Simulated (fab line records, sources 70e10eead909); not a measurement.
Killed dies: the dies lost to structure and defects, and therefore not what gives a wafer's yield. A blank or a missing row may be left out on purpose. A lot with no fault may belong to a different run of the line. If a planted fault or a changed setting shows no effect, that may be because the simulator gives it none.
fab line records    flow nand_harc
record lots=13  wafers=39  last_day=24
route steps=1159 shown A_SGD_CUT@778 A_SLIT@790 END@1159
lots untouched by any fault: they come from a run of this same line in which no faults occurred
start_h: start of the lot's first displayed wafer, in hours after the record's first day    wait_h: hours since the lot's step before    " repeats the value in the row above    L1.1+2: several wafers, shown together as one row    - either no value or no given start    * or withheld: withheld    < > ~ a bound
route shown NAME@n: a module of which the file shows steps, and the number in the route of the first    usual: mean/standard deviation taken from wafers without a fault    same: alike in all rows    chamber/n: place in a boat    sites: each site's reading    _std_site: the standard deviation of these    _edge_site: outer sites' mean less inner sites'    radius_mm: how far each site lies from the wafer's centre    mask NAME#n: copy n    behind: the most recent tool/chamber to have shaped the wafer    hold: why the lot was held/for how many hours/how that ended    device: whichever transistor did not switch (one of n, p or np)    end of line: the tests these same wafers got at the end of their route    for a step that has no rows: nothing shown but its recipe    killed: dies that structure and defects cost at the first sort, which is not the same as the wafer's yield    map: a wafer's dies, x killed, . not, _ none there
set.NAME: setting as actually run; set.NAME@STEP: the setting as run at that earlier step    model.NAME: the simulator's own value behind a step, which no gauge read
steps of the route over a sample of lots; a table a step, a row a wafer
services: the hour from which a tool's chamber was out of use, counted from the record's first day as start_h (under 0 if before that day), plus the number of hours and why
## steps
# step NHARC_A_SGD_CUT_INSPECT_25
# usual raw_defect_count=310/90
lot.wafer  tool               chamber  start_h  wait_h  raw_defect_count
L506.3     defect_inspect-01  -        322.64   -       311
L506.4     "                  -        "        "       364
L506.5     "                  -        "        "       263
L505.2     defect_inspect-02  -        322.65   -       250
L505.3     "                  -        "        "       286
L505.6     "                  -        "        "       197
L510.2     defect_inspect-02  -        339.74   -       301
L510.3     "                  -        "        "       220
L510.6     "                  -        "        "       269
L509.3     defect_inspect-01  -        339.78   -       303
L509.4     "                  -        "        "       293
L509.5     "                  -        "        "       219
L511.1     defect_inspect-01  -        339.83   -       268
L511.5     "                  -        "        "       240
L511.6     "                  -        "        "       259
L512.1     defect_inspect-01  -        354.91   -       652
L512.2     "                  -        "        "       779
L512.6     "                  -        "        "       474
L514.2     defect_inspect-02  -        364.88   -       308
L514.3     "                  -        "        "       293
L514.4     "                  -        "        "       322
L518.2     defect_inspect-01  -        390.48   -       362
L518.3     "                  -        "        "       379
L518.5     "                  -        "        "       525
L516.1     defect_inspect-02  -        390.48   -       189
L516.5     "                  -        "        "       269
L516.6     "                  -        "        "       337
L517.2     defect_inspect-01  -        390.53   -       355
L517.3     "                  -        "        "       286
L517.5     "                  -        "        "       353
L526.3     defect_inspect-01  -        430.98   -       239
L526.5     "                  -        "        "       318
L526.6     "                  -        "        "       215
L527.1     defect_inspect-02  -        431.03   -       336
L527.2     "                  -        "        "       311
L527.3     "                  -        "        "       466
L528.2     defect_inspect-02  -        461.06   -       222
L528.3     "                  -        "        "       199
L528.5     "                  -        "        "       224
# step NHARC_A_SLIT_CD_MEAS_09
# recipe target_cd_nm=300  landing_energy_ev=500
# usual cd_nm=299.9/0.44
lot.wafer  tool       chamber  start_h  wait_h  cd_nm
L506.3     cd_sem-01  0        325.83   -       300.3
L506.4     "          0        "        "       300.1
L506.5     "          0        "        "       300.1
L505.2     cd_sem-01  0        327.21   -       300.0
L505.3     "          0        "        "       300.0
L505.6     "          0        "        "       299.3
L510.2     cd_sem-01  0        342.66   -       299.5
L510.3     "          0        "        "       299.8
L510.6     "          0        "        "       299.6
L509.3     cd_sem-02  0        343.98   -       300.3
L509.4     "          0        "        "       300.3
L509.5     "          0        "        "       299.6
L511.1     cd_sem-03  0        344.14   -       300.7
L511.5     "          0        "        "       300.3
L511.6     "          0        "        "       300.1
L512.1     cd_sem-02  0        361.49   -       298.5
L512.2     "          0        "        "       299.8
L512.6     "          0        "        "       299.4
L514.2     cd_sem-03  0        369.01   -       300.5
L514.3     "          0        "        "       300.0
L514.4     "          0        "        "       300.3
L518.2     cd_sem-03  0        393.91   -       299.6
L518.3     "          0        "        "       300.7
L518.5     "          0        "        "       300.2
L516.1     cd_sem-02  0        394.08   -       300.1
L516.5     "          0        "        "       299.5
L516.6     "          0        "        "       300.5
L517.2     cd_sem-03  0        394.69   -       300.4
L517.3     "          0        "        "       299.7
L517.5     "          0        "        "       299.3
L526.3     cd_sem-01  0        434.67   -       300.3
L526.5     "          0        "        "       299.9
L526.6     "          0        "        "       300.6
L527.1     cd_sem-02  0        435.05   -       298.8
L527.2     "          0        "        "       299.4
L527.3     "          0        "        "       299.2
L528.2     cd_sem-01  0        465.08   -       300.7
L528.3     "          0        "        "       299.8
L528.5     "          0        "        "       299.9
# step NHARC_A_SLIT_OVL_MEAS_10
# usual overlay_x_nm=-0.2/0.8  overlay_y_nm=0.3/0.8
lot.wafer  tool        chamber  start_h  wait_h  overlay_x_nm  overlay_y_nm
L506.3     overlay-01  -        325.93   -       -1.3          2.0
L506.4     "           -        "        "       -1.3          2.1
L506.5     "           -        "        "       -1.5          1.9
L505.2     overlay-02  -        327.29   -       -0.4          0.7
L505.3     "           -        "        "       0.2           0.3
L505.6     "           -        "        "       0.4           0.6
L510.2     overlay-02  -        342.74   -       -0.6          0.5
L510.3     "           -        "        "       -1.2          0.2
L510.6     "           -        "        "       -1.0          0.2
L509.3     overlay-01  -        344.07   -       -0.5          -0.1
L509.4     "           -        "        "       -0.4          0.3
L509.5     "           -        "        "       -1.0          -0.1
L511.1     overlay-01  -        344.23   -       0.2           -0.5
L511.5     "           -        "        "       0.0           -0.1
L511.6     "           -        "        "       0.4           -0.8
L512.1     overlay-01  -        361.58   -       1.1           0.3
L512.2     "           -        "        "       1.2           0.4
L512.6     "           -        "        "       1.6           0.5
L514.2     overlay-01  -        369.09   -       -0.6          -0.9
L514.3     "           -        "        "       0.0           -0.4
L514.4     "           -        "        "       -0.5          -0.4
L518.2     overlay-02  -        393.99   -       -1.3          0.4
L518.3     "           -        "        "       -0.5          0.1
L518.5     "           -        "        "       -0.8          -0.2
L516.1     overlay-01  -        394.16   -       -0.5          0.6
L516.5     "           -        "        "       -0.9          0.4
L516.6     "           -        "        "       -0.9          0.3
L517.2     overlay-02  -        394.78   -       1.2           -0.3
L517.3     "           -        "        "       0.8           -0.6
L517.5     "           -        "        "       1.3           -0.5
L526.3     overlay-01  -        434.76   -       0.1           0.3
L526.5     "           -        "        "       0.2           1.2
L526.6     "           -        "        "       -0.9          1.2
L527.1     overlay-01  -        435.13   -       0.2           0.4
L527.2     "           -        "        "       0.7           0.9
L527.3     "           -        "        "       0.6           0.0
L528.2     overlay-01  -        465.17   -       0.0           -0.3
L528.3     "           -        "        "       -0.2          -0.3
L528.5     "           -        "        "       0.4           -0.6
# step NHARC_A_SLIT_ETCH_24
# recipe target_depth_a=1210  time_s=60.5  cf4_flow_sccm=100  chf3_flow_sccm=30  ar_flow_sccm=0  rf_w=500  bias_w=200  chemistry=CF4/CHF3
# usual bias_w=199.9/0.64  cf4_flow_sccm=100.00/0.27  drypump_motor_current_A=5.6/0.66  oes_product_au=0.958/0.019  rf_vpp_V=371.5/2  showerhead_plenum_p_Torr=1.61/0.055  throttle_valve_pct=16.802/0.0095
lot.wafer  tool         chamber  start_h  wait_h  bias_w  cf4_flow_sccm  drypump_motor_current_A  oes_product_au  rf_hours_counter_h  rf_vpp_V  showerhead_plenum_p_Torr  throttle_valve_pct
L506.3     rie_diel-13  2        326.11   0.1     199.9   100.44         5.2                      0.953           2                   372.2     1.64                      16.784
L506.4     "            3        "        "       199.7   99.94          6.5                      0.968           2                   372.1     1.63                      16.809
L506.5     "            2        "        "       199.5   100.25         5.2                      0.952           -                   372.1     1.64                      16.785
L505.2     rie_diel-13  1        327.48   0.1     199.9   99.63          6.8                      0.976           2                   371.3     1.63                      16.816
L505.3     "            3        "        "       199.7   100.02         6.5                      0.955           3                   373.1     1.63                      16.801
L505.6     "            1        "        "       199.2   99.95          6.8                      0.973           -                   372.6     1.63                      16.803
L510.2     rie_diel-13  1        342.93   0.1     199.3   100.46         6.8                      0.961           3                   372.8     1.63                      16.816
L510.3     "            3        "        "       199.6   99.84          6.5                      0.965           4                   372.5     1.63                      16.795
L510.6     "            0        "        "       199.2   100.09         4.8                      0.964           -                   368.9     1.52                      16.800
L509.3     rie_diel-06  2        344.26   0.1     199.4   100.11         5.6                      0.951           5                   373.6     1.69                      16.799
L509.4     "            3        "        "       199.9   99.73          5.0                      0.956           5                   369.7     1.59                      16.791
L509.5     "            1        "        "       199.3   100.07         6.2                      0.966           -                   372.5     1.64                      16.799
L511.1     rie_diel-09  3        344.43   0.1     199.9   99.98          4.7                      0.948           7                   371.2     1.60                      16.805
L511.6     "            0        "        "       199.3   100.13         5.1                      0.961           -                   374.0     1.67                      16.808
L511.5     "            1        "        "       200.4   100.18         5.8                      0.974           -                   368.2     1.52                      16.803
L512.2     rie_diel-06  2        361.76   0.1     199.7   100.19         5.6                      0.967           8                   373.8     1.69                      16.802
L512.1     "            0        "        "       199.8   99.61          5.9                      0.952           7                   372.6     1.63                      16.805
L512.6     "            2        "        "       199.9   100.13         5.6                      0.979           -                   374.1     1.69                      16.809
L514.3     rie_diel-13  1        369.28   0.1     200.2   99.85          6.8                      0.979           5                   371.3     1.63                      16.816
L514.4     "            2        "        "       200.3   100.32         5.2                      0.981           5                   372.7     1.64                      16.806
L514.2     "            0        "        "       199.8   99.68          4.8                      0.957           5                   367.3     1.52                      16.800
L518.2     rie_diel-13  1        394.17   0.1     -       -              -                        -               -                   -         -                         -
L518.3     "            0        "        "       -       -              -                        -               -                   -         -                         -
L518.5     "            2        "        "       -       -              -                        -               -                   -         -                         -
L516.1     rie_diel-06  0        394.35   0.1     -       -              -                        -               -                   -         -                         -
L516.6     "            0        "        "       -       -              -                        -               -                   -         -                         -
L516.5     "            1        "        "       -       -              -                        -               -                   -         -                         -
L517.2     rie_diel-09  3        394.96   0.1     -       -              -                        -               -                   -         -                         -
L517.3     "            1        "        "       -       -              -                        -               -                   -         -                         -
L517.5     "            3        "        "       -       -              -                        -               -                   -         -                         -
L526.3     rie_diel-06  1        434.94   0.1     200.2   100.03         6.2                      0.969           1                   371.6     1.64                      16.779
L526.6     "            0        "        "       200.4   100.01         5.9                      0.956           -                   372.8     1.62                      16.803
L526.5     "            1        "        "       199.4   100.23         6.2                      0.969           -                   373.2     1.64                      16.805
L527.2     rie_diel-13  1        435.32   0.1     199.2   100.42         6.8                      0.915           10                  370.8     1.62                      16.799
L527.3     "            3        "        "       200.1   100.07         6.5                      0.938           10                  371.3     1.63                      16.802
L527.1     "            0        "        "       199.8   99.91          4.8                      0.920           10                  368.6     1.52                      16.808
L528.2     rie_diel-09  3        465.35   0.1     200.8   99.65          4.7                      0.931           2                   371.8     1.59                      16.794
L528.3     "            0        "        "       201.2   99.82          5.1                      0.931           2                   374.3     1.67                      16.808
L528.5     "            3        "        "       200.2   99.97          4.7                      0.928           -                   371.1     1.60                      16.803
# step NHARC_END_SORT_01
# recipe temp_c=25
# usual killed_at_array=24/7.4  killed_at_other=0.5/0.81  killed_at_periphery=3.4/2.3  killed_dies=28/8  killed_open=3.4/1.8  killed_short=2.0/1.4
# same gross_dies=677
lot.wafer  tool       chamber  start_h  wait_h  killed_at_array  killed_at_other  killed_at_periphery  killed_dies  killed_open  killed_short
L517.2     prober-02  0        517.92   2.8     671              1                5                    677          2            1
L517.3     prober-02  0        518.70   3.1     668              0                9                    677          5            1
L517.5     prober-02  0        520.26   3.6     672              2                3                    677          5            4
L518.2     prober-01  0        517.97   2.8     670              0                7                    677          5            2
L518.3     prober-01  0        518.77   3.1     675              0                2                    677          6            2
L518.5     prober-01  0        520.38   3.7     675              0                2                    677          5            1
L516.1     prober-02  0        524.86   2.5     676              1                0                    677          3            1
L516.5     prober-02  0        528.07   3.7     676              0                1                    677          2            2
L516.6     prober-02  0        528.87   4.0     676              0                1                    677          0            2
# killed by level:class
L517.2 A_SLIT:area_etch=654 A_WL_FILL:chamber_film_flake=5 P_ZERO_WELL:chamber_film_flake=4 A_CHANNEL_HOLE_D1:chamber_film_flake=4 A_STAIRCASE:chamber_film_flake=2 A_CONTACT:chamber_film_flake=2 A_ONON_D1:geometric_particle:open=1 A_WL_FILL:geometric_particle:short=1
L518.2 A_SLIT:area_etch=646 A_CHANNEL_HOLE_D1:chamber_film_flake=8 A_CONTACT:chamber_film_flake=8 P_ZERO_WELL:chamber_film_flake=5 A_STAIRCASE:chamber_film_flake=3 P_CONTACT:geometric_particle:open=2 A_ONON_D1:geometric_particle:open=1 A_CHANNEL_FILL_D1:geometric_particle:short=1
L517.3 A_SLIT:area_etch=653 P_ZERO_WELL:chamber_film_flake=5 A_CHANNEL_HOLE_D1:chamber_film_flake=5 A_WL_FILL:chamber_film_flake=3 P_M1:chamber_film_flake=2 A_STAIRCASE:chamber_film_flake=2 P_CONTACT:geometric_particle:open=1 A_ONON_D1:geometric_particle:open=1
L518.3 A_SLIT:area_etch=652 A_CHANNEL_HOLE_D1:chamber_film_flake=6 A_CONTACT:chamber_film_flake=6 A_STAIRCASE:chamber_film_flake=3 P_M0:geometric_particle:short=1 A_ONON_D1:geometric_particle:open=1 A_STAIRCASE:geometric_particle:open=1 A_CHANNEL_FILL_D1:geometric_particle:open=1
L517.5 A_SLIT:area_etch=652 A_CHANNEL_HOLE_D1:chamber_film_flake=4 A_STAIRCASE:chamber_film_flake=4 A_CONTACT:geometric_particle:open=3 P_ZERO_WELL:chamber_film_flake=3 A_WL_FILL:chamber_film_flake=3 A_STAIRCASE:geometric_particle:short=1 A_SGD_CUT:geometric_particle:short=1
L518.5 A_SLIT:area_etch=648 A_CHANNEL_HOLE_D1:chamber_film_flake=18 A_CONTACT:chamber_film_flake=3 A_CONTACT:geometric_particle:open=2 P_GATE:chamber_film_flake=2 A_CHANNEL_FILL_D1:geometric_particle:open=1 A_SGD_CUT:geometric_particle:open=1 A_WL_FILL:geometric_particle:short=1
L516.1 A_SLIT:area_etch=661 A_CHANNEL_HOLE_D1:chamber_film_flake=6 A_STAIRCASE:chamber_film_flake=3 A_CONTACT:chamber_film_flake=3 A_M0:geometric_particle:open=2 A_CONTACT:geometric_particle:open=1 STARTING-WAFER:geometric_particle:short=1
L516.5 A_SLIT:area_etch=660 A_CHANNEL_HOLE_D1:chamber_film_flake=9 A_STAIRCASE:chamber_film_flake=3 A_WL_FILL:geometric_particle:short=2 A_CHANNEL_FILL_D1:geometric_particle:open=1 A_M1:geometric_particle:open=1 P_ZERO_WELL:chamber_film_flake=1
L516.6 A_SLIT:area_etch=656 A_CHANNEL_HOLE_D1:chamber_film_flake=9 A_STAIRCASE:chamber_film_flake=6 A_CONTACT:chamber_film_flake=2 A_CHANNEL_FILL_D1:geometric_particle:short=1 A_M0:geometric_particle:short=1 P_M2:chamber_film_flake=1 A_ZERO_WELL:chamber_film_flake=1
## services
tool         chamber  start_h  hours  kind
rie_diel-13  0        309.50   -      clean
rie_diel-13  1        309.50   -      clean
rie_diel-13  2        309.50   -      clean
rie_diel-13  3        309.50   -      clean
rie_diel-13  0        334.00   -      clean
rie_diel-13  1        334.00   -      clean
rie_diel-13  2        334.00   -      clean
rie_diel-13  3        334.00   -      clean
rie_diel-06  0        346.22   3.0    repair
rie_diel-13  0        358.50   -      clean
rie_diel-13  1        358.50   -      clean
rie_diel-13  2        358.50   -      clean
rie_diel-13  3        358.50   -      clean
rie_diel-13  -        362.67   0.1    repair
rie_diel-06  3        375.71   1.8    repair
rie_diel-13  0        383.00   -      clean
rie_diel-13  1        383.00   -      clean
rie_diel-13  2        383.00   -      clean
rie_diel-06  -        418.20   9.0    pm
rie_diel-09  3        425.47   5.0    repair
rie_diel-09  -        431.22   9.0    pm
rie_diel-09  2        441.12   9.9    repair
rie_diel-06  2        441.79   7.6    repair
rie_diel-13  -        453.00   9.0    pm
## key
first_sign step=NHARC_A_SLIT_ETCH_24  reading=tool_record  direction=missing
effect step=NHARC_END_SORT_01  reading=killed_at_array  direction=up  sigmas=88  usual=24  struck=673
more_kills_born_at NHARC_A_SLIT_ETCH_24@rie_diel-06=1977  NHARC_A_SLIT_ETCH_24@rie_diel-09=1959  NHARC_A_SLIT_ETCH_24@rie_diel-13=1946
met_at NHARC_A_SLIT_ETCH_24
struck_lots L516,L517,L518
later_rows_left_out L516.1,L516.5,L516.6,L517.2,L517.3,L517.5,L518.2,L518.3,L518.5
tester_left_out L516,L517,L518
not_acting_at NHARC_A_SGD_CUT_INSPECT_25,NHARC_A_SLIT_CD_MEAS_09,NHARC_A_SLIT_OVL_MEAS_10
onset_between 369.28 394.17
fault kind=skipped_step_whole  tool=rie_diel-06,rie_diel-09,rie_diel-13  chamber=-  onset_h=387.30  steps=NHARC_A_SLIT_ETCH_24  scope=struck_lots_only
# tester_left_out: of these lots the tester's yield and bins aren't shown, on N5 and GAA mostly nor the transistor test; their killed dies are dies lost to structure and defects alone, not to doping, threshold or leakage, so they don't give the yield
# later_rows_left_out: the simulator's readings of these wafers behind a module that went badly wrong aren't trusted and aren't shown, but for the sort
